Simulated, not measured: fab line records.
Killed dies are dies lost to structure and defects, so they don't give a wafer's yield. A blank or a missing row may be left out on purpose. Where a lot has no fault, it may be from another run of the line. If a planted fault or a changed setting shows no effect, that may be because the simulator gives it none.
Split-lot trial / flow n5Finfet / route with 1938 steps; 7 lots, 21 wafers read

== ABOUT THE SPLIT ==
At N5_ZERO_LAYER_COAT_05 (resist thk 1000 nm), the setting spinRpm was moved away from the recipe's 1500 rpm on 5 of the 21 wafers read, by -9.1% to +6.1%. All remaining wafers had this setting at the recipe value.

== FROM THE SPLIT TO THE READING: what the file shows between them, 7 steps ==
- N5_ZERO_LAYER_EXPOSE_08: exposes mask ZERO, defocus 0 nm, target cd 2000 nm (also split here: doseMj)
- N5_ZERO_LAYER_PEB_09
- N5_ZERO_LAYER_DEVELOP_10: develop time 60 s
- N5_ZERO_LAYER_HARDBAKE_23: time 120 s
- N5_ZERO_LAYER_CD_MEAS_11: target cd 2000 nm
- N5_ZERO_LAYER_DESCUM_16: chemistry O2, time 7.9 s
- N5_ZERO_LAYER_ETCH_17: etches SiO2 in CF4, target depth 12 nm, time 13.3 s

== THE READING ==
coat_of_ZERO_LAYER_COAT_05.thkNm (the simulator's own value, which no gauge read), in nm, at N5_ZERO_LAYER_ETCH_18 (etches Si in HBr/Cl2, target depth 120 nm, time 40 s). There is no usual value for it anywhere in the file. Across the 16 wafers here that went through the recipe, the average is 929.6 nm and the standard deviation 1.9 nm.

wafer=L075.2; tool, chamber at the split=lithoTrack-05, 0; spinRpm as run, rpm=1500; against the recipe=recipe; coat_of_ZERO_LAYER_COAT_05.thkNm, nm=929.7; against lot-mates on the recipe=-
wafer=L075.3; tool, chamber at the split=lithoTrack-05, 0; spinRpm as run, rpm=1582; against the recipe=+5.5%; coat_of_ZERO_LAYER_COAT_05.thkNm, nm=908.1; against lot-mates on the recipe=-21.6
wafer=L075.5; tool, chamber at the split=lithoTrack-05, 0; spinRpm as run, rpm=1582; against the recipe=+5.5%; coat_of_ZERO_LAYER_COAT_05.thkNm, nm=903.6; against lot-mates on the recipe=-26.1
wafer=L076.2; tool, chamber at the split=lithoTrack-05, 0; spinRpm as run, rpm=1500; against the recipe=recipe; coat_of_ZERO_LAYER_COAT_05.thkNm, nm=930; against lot-mates on the recipe=-
wafer=L076.3; tool, chamber at the split=lithoTrack-05, 0; spinRpm as run, rpm=1500; against the recipe=recipe; coat_of_ZERO_LAYER_COAT_05.thkNm, nm=925.7; against lot-mates on the recipe=-
wafer=L076.6; tool, chamber at the split=lithoTrack-05, 0; spinRpm as run, rpm=1500; against the recipe=recipe; coat_of_ZERO_LAYER_COAT_05.thkNm, nm=928.1; against lot-mates on the recipe=-
wafer=L080.2; tool, chamber at the split=lithoTrack-03, 0; spinRpm as run, rpm=1500; against the recipe=recipe; coat_of_ZERO_LAYER_COAT_05.thkNm, nm=927.7; against lot-mates on the recipe=-
wafer=L080.3; tool, chamber at the split=lithoTrack-03, 0; spinRpm as run, rpm=1500; against the recipe=recipe; coat_of_ZERO_LAYER_COAT_05.thkNm, nm=930.1; against lot-mates on the recipe=-
wafer=L080.5; tool, chamber at the split=lithoTrack-03, 0; spinRpm as run, rpm=1500; against the recipe=recipe; coat_of_ZERO_LAYER_COAT_05.thkNm, nm=929.2; against lot-mates on the recipe=-
wafer=L082.3; tool, chamber at the split=lithoTrack-05, 0; spinRpm as run, rpm=1500; against the recipe=recipe; coat_of_ZERO_LAYER_COAT_05.thkNm, nm=929.3; against lot-mates on the recipe=-
wafer=L082.4; tool, chamber at the split=lithoTrack-05, 0; spinRpm as run, rpm=1500; against the recipe=recipe; coat_of_ZERO_LAYER_COAT_05.thkNm, nm=928.7; against lot-mates on the recipe=-
wafer=L082.6; tool, chamber at the split=lithoTrack-05, 0; spinRpm as run, rpm=1500; against the recipe=recipe; coat_of_ZERO_LAYER_COAT_05.thkNm, nm=929.7; against lot-mates on the recipe=-
wafer=L085.2; tool, chamber at the split=lithoTrack-05, 0; spinRpm as run, rpm=1500; against the recipe=recipe; coat_of_ZERO_LAYER_COAT_05.thkNm, nm=929.2; against lot-mates on the recipe=-
wafer=L085.3; tool, chamber at the split=lithoTrack-05, 0; spinRpm as run, rpm=1591; against the recipe=+6.1%; coat_of_ZERO_LAYER_COAT_05.thkNm, nm=899.2; against lot-mates on the recipe=-30.0
wafer=L085.4; tool, chamber at the split=lithoTrack-05, 0; spinRpm as run, rpm=1500; against the recipe=recipe; coat_of_ZERO_LAYER_COAT_05.thkNm, nm=929.3; against lot-mates on the recipe=-
wafer=L086.1; tool, chamber at the split=lithoTrack-02, 0; spinRpm as run, rpm=1500; against the recipe=recipe; coat_of_ZERO_LAYER_COAT_05.thkNm, nm=933.6; against lot-mates on the recipe=-
wafer=L086.4; tool, chamber at the split=lithoTrack-02, 0; spinRpm as run, rpm=1396; against the recipe=-6.9%; coat_of_ZERO_LAYER_COAT_05.thkNm, nm=971.6; against lot-mates on the recipe=+38.2
wafer=L086.5; tool, chamber at the split=lithoTrack-02, 0; spinRpm as run, rpm=1500; against the recipe=recipe; coat_of_ZERO_LAYER_COAT_05.thkNm, nm=933.2; against lot-mates on the recipe=-
wafer=L096.1; tool, chamber at the split=lithoTrack-02, 0; spinRpm as run, rpm=1364; against the recipe=-9.1%; coat_of_ZERO_LAYER_COAT_05.thkNm, nm=981.3; against lot-mates on the recipe=+50.8
wafer=L096.4; tool, chamber at the split=lithoTrack-02, 0; spinRpm as run, rpm=1500; against the recipe=recipe; coat_of_ZERO_LAYER_COAT_05.thkNm, nm=929.5; against lot-mates on the recipe=-
wafer=L096.6; tool, chamber at the split=lithoTrack-02, 0; spinRpm as run, rpm=1500; against the recipe=recipe; coat_of_ZERO_LAYER_COAT_05.thkNm, nm=931.4; against lot-mates on the recipe=-

FIT RESULTS
A straight line over all 21 wafers: coat_of_ZERO_LAYER_COAT_05.thkNm changes by -5.31 nm for each +1% of spinRpm; r = -0.99; the points scatter about the line by 2.7 nm.
The same after taking each lot's own level away (the mean of its wafers on the recipe; 21 wafers): -5.16 nm for each +1%; r = -0.99; scatter 2 nm.
The reading moves by 47 nm for the largest change in spinRpm, on that fit.
The span of the lots' own levels, 927.93 to 933.40 nm, comes to 2.9 times the standard deviation stated above.
The two slopes are in agreement: the lot-to-lot level therefore moves the slope only a little.
Check: +45.2 nm against its lot-mates is what the line predicts for one of the wafers moved furthest among these (-9.1%) when that wafer is left out of the fit. It came out at +50.8 nm against them.

== FURTHER SPLITS ON THESE WAFERS ==
Other splits were also applied to these wafers ahead of the reading. Each is held against what the fit with the lots' levels taken away leaves over:
other split on the same wafers=N5_ZERO_LAYER_EXPOSE_08 doseMj; wafers away from the commonest value=8; r with coat_of_ZERO_LAYER_COAT_05.thkNm (lot level and that fit taken away)=+0.12

== THE WHOLE CHAIN: every reading that the file lists as answering this split, in the file's order ==
step=N5_ZERO_LAYER_COAT_05; what it does=resist thk 1000 nm; reading=coat_of_ZERO_LAYER_COAT_05.thkNm (the simulator's own value, which no gauge read); change (the file's fit)=-5.22 nm for each +1% of the setting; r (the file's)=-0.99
step=N5_ZERO_LAYER_ETCH_18; what it does=etches Si in HBr/Cl2, target depth 120 nm, time 40 s; reading=coat_of_ZERO_LAYER_COAT_05.thkNm (the simulator's own value, which no gauge read); change (the file's fit)=-5.28 nm for each +1% of the setting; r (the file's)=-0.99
step=N5_ZERO_LAYER_STRIP_24; what it does=strips in O2; reading=stripTimeToEndpointS; change (the file's fit)=withheld for each +1% of the setting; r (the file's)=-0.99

== THE FILE'S OWN FIT ==
coat_of_ZERO_LAYER_COAT_05.thkNm changes by -5.28 nm for each +1% of spinRpm, r = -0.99.
